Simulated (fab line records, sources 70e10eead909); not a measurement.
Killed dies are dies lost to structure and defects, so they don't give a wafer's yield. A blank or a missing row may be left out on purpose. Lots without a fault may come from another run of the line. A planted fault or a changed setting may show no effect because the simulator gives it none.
Chamber matching | flow nand_harc | NHARC_A_WL_FILL_CMP_12 on cmp-04: 4 sister chambers
The step polishes, t overpolish 30 s, target thk 100 nm. 16 wafers are shown with their chamber, then 8 later ones without.

WAFERS WITH THEIR CHAMBER
wafer  | chamber | time_to_endpoint_s (s) | motor_current_A (A) | overpolish_run_s (s)
L080.1 | 2       | 23.6                   | 11.3                | 29.994
L080.5 | 1       | 21.1                   | 13.0                | 30.000
L080.6 | 2       | 24.1                   | 11.6                | 30.020
L082.1 | 3       | 18.8                   | 11.7                | 30.006
L082.3 | 0       | 20.4                   | 11.1                | 30.004
L082.6 | 1       | 18.0                   | 13.6                | 30.008
L084.1 | 3       | 18.7                   | 11.1                | 29.995
L084.2 | 2       | 23.1                   | 11.7                | 30.016
L084.3 | 0       | 19.8                   | 12.0                | 29.990
L085.3 | 3       | 19.1                   | 12.2                | 29.991
L085.5 | 2       | 25.3                   | 12.2                | 30.009
L085.6 | 1       | 18.3                   | 13.5                | 29.989
L091.2 | 3       | 19.4                   | 11.2                | 30.019
L091.3 | 2       | 21.6                   | 11.9                | 30.002
L091.4 | 1       | 17.7                   | 12.6                | 30.011
L092.1 | 3       | 20.7                   | 10.9                | 30.009

SIGNATURES (means of the wafers above)
reading            | chamber 0 | chamber 1 | chamber 2 | chamber 3 | scatter within a chamber
time_to_endpoint_s | 20.100    | 18.775    | 23.540    | 19.340    | 1.21
motor_current_A    | 11.550    | 13.175    | 11.740    | 11.420    | 0.467
overpolish_run_s   | 29.99700  | 30.00200  | 30.00820  | 30.00400  | 0.0105
Rule: a wafer's distance from a chamber is the root of the sum, over the readings, of the square of ((its reading less the chamber's mean) divided by the reading's scatter). The wafer belongs to the nearest chamber; if the next one is less than 2 further off, it can't be placed. The scatter: the root of (the sum of the squares of (reading less its chamber's mean) over the shown wafers, divided by (wafers less chambers)).

WAFERS WITHOUT THEIR CHAMBER
wafer  | time_to_endpoint_s (s) | motor_current_A (A) | overpolish_run_s (s)
L092.3 | 19.8                   | 12.8                | 30.009
L092.6 | 20.9                   | 11.4                | 29.994
L094.1 | 18.6                   | 11.6                | 29.992
L094.2 | 19.8                   | 11.8                | 29.999
L094.4 | 17.2                   | 12.9                | 29.995
L096.1 | 18.5                   | 11.5                | 29.985
L096.3 | 18.2                   | 11.2                | 29.994
L096.5 | 19.0                   | 11.5                | 30.008

WHICH CHAMBER EACH WENT THROUGH
wafer  | from the rows above          | in truth
L092.3 | can't be placed: 1 or 0 or 3 | 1
L092.6 | can't be placed: 0 or 3 or 2 | 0
L094.1 | can't be placed: 0 or 3      | 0
L094.2 | can't be placed: 0 or 3      | 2
L094.4 | 1                            | 1
L096.1 | can't be placed: 0 or 3      | 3
L096.3 | can't be placed: 3 or 0      | 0
L096.5 | can't be placed: 3 or 0      | 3
Placed correctly: 1 of 8. Can't be placed from these rows: 7 (the true chamber is among the candidates in 6). Placed wrongly: 0.
